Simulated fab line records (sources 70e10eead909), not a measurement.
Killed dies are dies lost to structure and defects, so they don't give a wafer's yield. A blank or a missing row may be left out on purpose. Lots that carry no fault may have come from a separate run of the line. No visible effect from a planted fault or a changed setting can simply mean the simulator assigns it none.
Matching of chambers | flow nand_harc | NHARC_P_CONTACT_ALD_22 on ald_metal-01: 4 sister chambers
The step deposits TiN, target thk 3 nm, pulse time 1 s, ald cycles 150. 4 wafers are shown with their chamber, then 9 later ones without.

## EACH WAFER AND ITS CHAMBER
wafer  | chamber | heater_power_w (W)
L086.4 | 2       | 1097
L086.6 | 0       | 927
L090.3 | 1       | 987
L090.6 | 3       | 1142

## WAFERS MISSING THEIR CHAMBER
wafer  | heater_power_w (W)
L092.1 | 1003
L092.2 | 1030
L092.5 | 925
L093.3 | 915
L093.5 | 1129
L093.6 | 928
L096.1 | 1044
L096.5 | 1088
L096.6 | 985

## THE CHAMBER EACH PASSED THROUGH
wafer  | from the rows above          | in truth
L092.1 | 1                            | 1
L092.2 | can't be placed: 1 or 2      | 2
L092.5 | 0                            | 0
L093.3 | 0                            | 0
L093.5 | can't be placed: 3 or 2      | 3
L093.6 | 0                            | 0
L096.1 | can't be placed: 2 or 1 or 3 | 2
L096.5 | can't be placed: 2 or 3      | 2
L096.6 | 1                            | 1
Placed correctly: 5 of 9. Can't be placed from these rows: 4 (the true chamber is among the candidates in 4). 0 placed wrongly.
How it was worked out, from the rows above alone: a wafer's distance from a chamber is the root of the sum, over the readings, of the square of ((its reading less the chamber's mean) divided by the reading's scatter). If the next closest chamber is less than 2 further off than the closest, the wafer can't be placed; otherwise it belongs to the closest. The mean given for a chamber averages the wafers shown for that chamber. The scatter: root of mean squared gap, hidden wafer to nearest shown wafer, with one shown wafer a chamber.
